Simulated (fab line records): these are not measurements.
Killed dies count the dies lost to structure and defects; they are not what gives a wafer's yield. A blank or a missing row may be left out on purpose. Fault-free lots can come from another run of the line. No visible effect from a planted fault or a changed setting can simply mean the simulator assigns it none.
What tool caused it? | flow nand harc | 36 wafers from 12 lots sampled at 5 of the route's 1159 steps

## WHAT THE GAUGES READ, wafer by wafer
NHARC_A_BONDPAD_INSPECT_23. Usual: raw defect count reads 458 (standard deviation 110).
lot  | measured     | on                | raw defect count | flag
L546 | day 18 21:39 | defect inspect-02 | 322 503 318      |
L547 | day 19 04:28 | defect inspect-01 | 653 512 361      |
L550 | day 20 03:07 | defect inspect-01 | 372 354 425      |
L555 | day 21 02:37 | defect inspect-02 | 393 309 365      |
L563 | day 23 07:53 | defect inspect-02 | 409 321 308      |
L559 | day 23 11:28 | defect inspect-02 | 625 428 470      |
L564 | day 23 23:35 | defect inspect-01 | 494 695 587      |
L562 | day 24 05:10 | defect inspect-02 | 437 420 515      |
L567 | day 24 05:30 | defect inspect-02 | 454 392 652      |
L558 | day 24 19:29 | defect inspect-02 | 496 355 506      |
L568 | day 24 21:22 | defect inspect-02 | 359 622 348      |
L569 | day 24 23:53 | defect inspect-02 | 389 381 443      |

NHARC_END_SORT_01. Usual: defect limited yield 95.4 %, standard deviation 1.8; killed at array 27, standard deviation 12; killed at other 0.5, standard deviation 0.9; killed at periphery 3.7, standard deviation 2.7; killed dies 31, standard deviation 12; killed open 3.3, standard deviation 2; killed short 2.0, standard deviation 1.4; sort_bin_2_pct 1.4 %, standard deviation 0.74; sort_bin_3_pct 0.25 %, standard deviation 0.2; sort_bin_4_pct 2.9 %, standard deviation 1.1; sort n pass 646, standard deviation 12; sort rim yield pct 96.4 %, standard deviation 2.8; sort yield pct 95.4 %, standard deviation 1.8.
lot  | measured     | on        | defect limited yield (%) | killed at array | killed at other | killed at periphery | killed dies | killed open | killed short | sort_bin_2_pct (%) | sort_bin_3_pct (%) | sort_bin_4_pct (%) | sort n pass | sort rim yield pct (%) | sort yield pct (%) | flag
L546 | day 20 17:57 | prober-01 | 94.4 96.2 95.9           | 27 19 22        | 0 0 0           | 11 7 6              | 38 26 28    | 2 3 4       | 4 1 2        | 2.2 1.2 0.6        | 0 0 0              | 3.4 2.7 3.5        | 639 651 649 | 98.1 95.3 95.3         | 94.4 96.2 95.9     |
L547 | day 21 07:53 | prober-01 | 94.7 94.8 96.3           | 31 32 22        | 1 0 0           | 4 3 3               | 36 35 25    | 11 11 2     | 2 0 2        | 2.8 1.9 1.2        | 0.15 0.15 0.30     | 2.4 3.1 2.2        | 641 642 652 | 100.0 97.2 100.0       | 94.7 94.8 96.3     |
L550 | day 21 16:32 | prober-01 | 97.8 95.7 95.0           | 13 29 30        | 0 0 4           | 2 0 0               | 15 29 34    | 0 2 6       | 1 1 1        | 0.4 1.3 1.9        | 0.15 0 0.15        | 1.6 3.0 3.0        | 662 648 643 | 99.1 98.1 97.2         | 97.8 95.7 95.0     |
L555 | day 22 08:08 | prober-01 | 96.2 97.2 97.5           | 20 17 11        | 0 0 1           | 6 2 5               | 26 19 17    | 3 2 7       | 5 3 2        | 1.5 0.7 0.3        | 0 0.44 0           | 2.4 1.6 2.2        | 651 658 660 | 96.2 94.3 97.2         | 96.2 97.2 97.5     |
L563 | day 24 19:31 | prober-02 | 93.1 93.2 91.7           | 45 43 53        | 1 0 1           | 1 3 2               | 47 46 56    | 2 2 4       | 0 2 3        | 3.1 1.8 1.9        | 0.44 0.74 0.44     | 3.4 4.3 5.9        | 630 631 621 | 96.2 94.3 96.2         | 93.1 93.2 91.7     |
L559 | day 24 19:40 | prober-01 | 93.4 95.0 94.1           | 38 30 39        | 0 0 0           | 7 4 1               | 45 34 40    | 6 1 2       | 3 2 0        | 1.8 2.2 1.5        | 0.44 0 0.30        | 4.4 2.8 4.1        | 632 643 637 | 95.3 99.1 98.1         | 93.4 95.0 94.1     |
L564 | day 25 03:19 | prober-02 | 94.8 93.4 96.5           | 31 35 21        | 0 0 0           | 4 10 3              | 35 45 24    | 4 1 1       | 2 4 0        | 1.5 1.8 1.3        | 0.30 0.30 0.15     | 3.4 4.6 2.1        | 642 632 653 | 93.4 95.3 91.5         | 94.8 93.4 96.5     |
L562 | day 25 18:07 | prober-02 | 93.9 94.8 95.9           | 37 32 25        | 0 0 0           | 4 3 3               | 41 35 28    | 5 2 1       | 0 1 0        | 1.9 1.8 1.6        | 0.59 0.44 0.15     | 3.5 3.0 2.4        | 636 642 649 | 97.2 99.1 100.0        | 93.9 94.8 95.9     |
L567 | day 25 10:19 | prober-01 | 96.8 96.9 96.6           | 20 17 20        | 0 0 0           | 2 4 3               | 22 21 23    | 2 1 2       | 2 1 2        | 1.0 0.7 0.9        | 0.30 0.30 0        | 1.9 2.1 2.5        | 655 656 654 | 97.2 94.3 97.2         | 96.8 96.9 96.6     |
L558 | day 26 01:56 | prober-01 | 97.5 97.3 96.6           | 15 10 19        | 1 2 1           | 1 6 3               | 17 18 23    | 4 4 10      | 2 3 4        | 0.9 0.9 0.9        | 0.15 0 0.15        | 1.5 1.8 2.4        | 660 659 654 | 97.2 97.2 96.2         | 97.5 97.3 96.6     |
L568 | day 26 01:59 | prober-02 | 96.9 98.5 99.0           | 18 9 6          | 1 0 0           | 2 1 1               | 21 10 7     | 4 0 1       | 3 3 1        | 0.7 0.3 0          | 0.30 0.15 0        | 2.1 1.0 1.0        | 656 667 670 | 99.1 98.1 100.0        | 96.9 98.5 99.0     |
L569 | day 26 10:38 | prober-02 | 95.7 95.4 95.7           | 26 30 26        | 1 0 0           | 2 1 3               | 29 31 29    | 3 2 0       | 1 1 1        | 1.6 1.3 1.5        | 0.15 0.30 0.15     | 2.5 3.0 2.7        | 648 646 648 | 98.1 96.2 91.5         | 95.7 95.4 95.7     |

## WHICH TOOL RAN EACH LOT (tool, then ch and the chambers of the sampled wafers, then the start)
lot  | NHARC_A_BONDPAD_ANNEAL_28        | NHARC_THIN_TSV_CMP_01         | NHARC_THIN_TSV_ETCH_59
L546 | rtp anneal-02 ch 0, day 18 20:52 | cmp-03 ch 0,2, day 19 11:20   | rie metal-01 ch 0,1, day 19 19:17
L547 | rtp anneal-01 ch 0, day 19 03:35 | cmp-04 ch 0,2,3, day 19 17:05 | rie metal-02 ch 0,1, day 20 00:49
L550 | rtp anneal-01 ch 0, day 20 02:14 | cmp-03 ch 0,2,3, day 20 14:20 | rie metal-03 ch 0,1, day 20 22:20
L555 | rtp anneal-02 ch 0, day 21 01:47 | cmp-04 ch 1,2,3, day 21 16:25 | rie metal-02 ch 0,1, day 21 23:53
L563 | rtp anneal-02 ch 0, day 23 07:03 | cmp-01 ch 0,1,3, day 23 20:31 | rie metal-03 ch 0,1, day 24 04:04
L559 | rtp anneal-01 ch 0, day 23 10:37 | cmp-01 ch 0,1, day 24 00:59   | rie metal-02 ch 0,1, day 24 08:28
L564 | rtp anneal-02 ch 0, day 23 22:44 | cmp-04 ch 0,2, day 24 10:35   | rie metal-03 ch 1, day 24 18:35
L562 | rtp anneal-02 ch 0, day 24 04:16 | cmp-01 ch 1,2, day 24 19:02   | rie metal-01 ch 0, day 25 02:40
L567 | rtp anneal-01 ch 0, day 24 04:38 | cmp-04 ch 0,2, day 24 16:21   | rie metal-03 ch 1, day 25 00:59
L558 | rtp anneal-01 ch 0, day 24 18:37 | cmp-04 ch 0,2, day 25 06:43   | rie metal-02 ch 0,1, day 25 14:31
L568 | rtp anneal-02 ch 0, day 24 20:28 | cmp-04 ch 0,1,2, day 25 07:52 | rie metal-03 ch 0,1, day 25 15:26
L569 | rtp anneal-01 ch 0, day 24 23:02 | cmp-04 ch 1,3, day 25 14:07   | rie metal-03 ch 1, day 25 21:46
- NHARC_A_BONDPAD_ANNEAL_28: time 90 s.
- NHARC_THIN_TSV_CMP_01: polishes.
- NHARC_THIN_TSV_ETCH_59: etches the open film in Cl2/BCl3, target depth 880 nm, time 138.1 s.

## AS READ BY THE TOOLS THEMSELVES (means over the sampled wafers that have a number; for cases with no such wafer, the mark the record gives instead)
NHARC_A_BONDPAD_ANNEAL_28. Usual: wafer_temp_C_max reads 226.16 (standard deviation 0.25).
lot  | tool          | wafer_temp_C_max | flag
L546 | rtp anneal-02 | 226.41           |
L547 | rtp anneal-01 | 226.37           |
L550 | rtp anneal-01 | 226.27           |
L555 | rtp anneal-02 | 226.31           |
L563 | rtp anneal-02 | 226.12           |
L559 | rtp anneal-01 | 226.00           |
L564 | rtp anneal-02 | 226.04           |
L562 | rtp anneal-02 | 226.34           |
L567 | rtp anneal-01 | 226.58           |
L558 | rtp anneal-01 | 226.12           |
L568 | rtp anneal-02 | 226.24           |
L569 | rtp anneal-01 | 226.14           |

NHARC_THIN_TSV_CMP_01. Usual: edge zone pressure frac 1.000, standard deviation 0.0047; motor current A 11.9 A, standard deviation 1.1.
lot  | tool   | edge zone pressure frac | motor current A (A) | flag
L546 | cmp-03 | 1.004                   | 10.6                |
L547 | cmp-04 | 0.997                   | 13.1                |
L550 | cmp-03 | 1.001                   | 11.2                |
L555 | cmp-04 | 1.002                   | 12.5                |
L563 | cmp-01 | 1.000                   | 12.0                |
L559 | cmp-01 | 1.004                   | 12.3                |
L564 | cmp-04 | 0.997                   | 12.5                |
L562 | cmp-01 | 0.997                   | 13.1                |
L567 | cmp-04 | 0.998                   | 12.2                |
L558 | cmp-04 | 1.004                   | 11.9                |
L568 | cmp-04 | 1.002                   | 11.6                |
L569 | cmp-04 | 1.003                   | 13.1                |

NHARC_THIN_TSV_ETCH_59. Usual: drypump motor current A 5.7 A, standard deviation 0.41; oes product au 1.002 a.u., standard deviation 0.0092; run length s 159.5 s, standard deviation 0.34; throttle valve pct 22.266 %, standard deviation 0.0092.
lot  | tool         | drypump motor current A (A) | oes product au (a.u.) | run length s (s) | throttle valve pct (%) | flag
L546 | rie metal-01 | 5.9                         | 1.002                 | 160.0            | 22.259                 |
L547 | rie metal-02 | 5.6                         | 1.002                 | 159.6            | 22.266                 |
L550 | rie metal-03 | 5.6                         | 1.003                 | 159.3            | 22.267                 |
L555 | rie metal-02 | 6.0                         | 0.999                 | 159.4            | 22.271                 |
L563 | rie metal-03 | 5.6                         | 1.008                 | 159.5            | 22.262                 |
L559 | rie metal-02 | 5.6                         | 1.007                 | 166.9            | 22.265                 | OFF
L564 | rie metal-03 | 5.7                         | 1.005                 | 159.1            | 22.265                 |
L562 | rie metal-01 | 5.9                         | 0.991                 | 160.2            | 22.259                 |
L567 | rie metal-03 | 5.7                         | 1.001                 | 159.3            | 22.271                 |
L558 | rie metal-02 | 6.0                         | 0.995                 | 166.9            | 22.262                 | OFF
L568 | rie metal-03 | 5.6                         | 1.007                 | 159.2            | 22.261                 |
L569 | rie metal-03 | 5.7                         | 1.006                 | 159.4            | 22.260                 |

## THE ANSWER, worked out from the rows above alone
Rule: a lot is off if the mean of its wafers that have a number lies more than 3 standard deviations from the usual mean. Also off: a lot with no number at a reading for which 4 or more lots have one. Where the step has rows for the other lots, those lots are counted as sound. First the gauges in route order, then the tools' own readings, where a lot's mean is used as printed above. The first step at which some lot is off is used, and at that step the reading that is off furthest; a lot without a number counts as furthest.
Off: L559, L558 (NHARC_THIN_TSV_ETCH_59, run length s).
A tool fits if, at that step or a process step before it, it ran every lot that is off, and no sound lot after the first of them. One fits: NHARC_THIN_TSV_ETCH_59 on rie metal-02. Its last sound lot is L555 (day 21 23:53), its first lot that is off L559 (day 24 08:28): a fault that began between those two fits.
On the lots that are off, the tool's own readings at NHARC_THIN_TSV_ETCH_59 differ by more than 5 times the standard deviation of the sound lots' means, which bears it out; run length s reads 166.9 s there versus 159.5 s on the sound lots.

## WHAT THE SIMULATOR HAD INSERTED
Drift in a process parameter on rie metal-02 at NHARC_THIN_TSV_ETCH_59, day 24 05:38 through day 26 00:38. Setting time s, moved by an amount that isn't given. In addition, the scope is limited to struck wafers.
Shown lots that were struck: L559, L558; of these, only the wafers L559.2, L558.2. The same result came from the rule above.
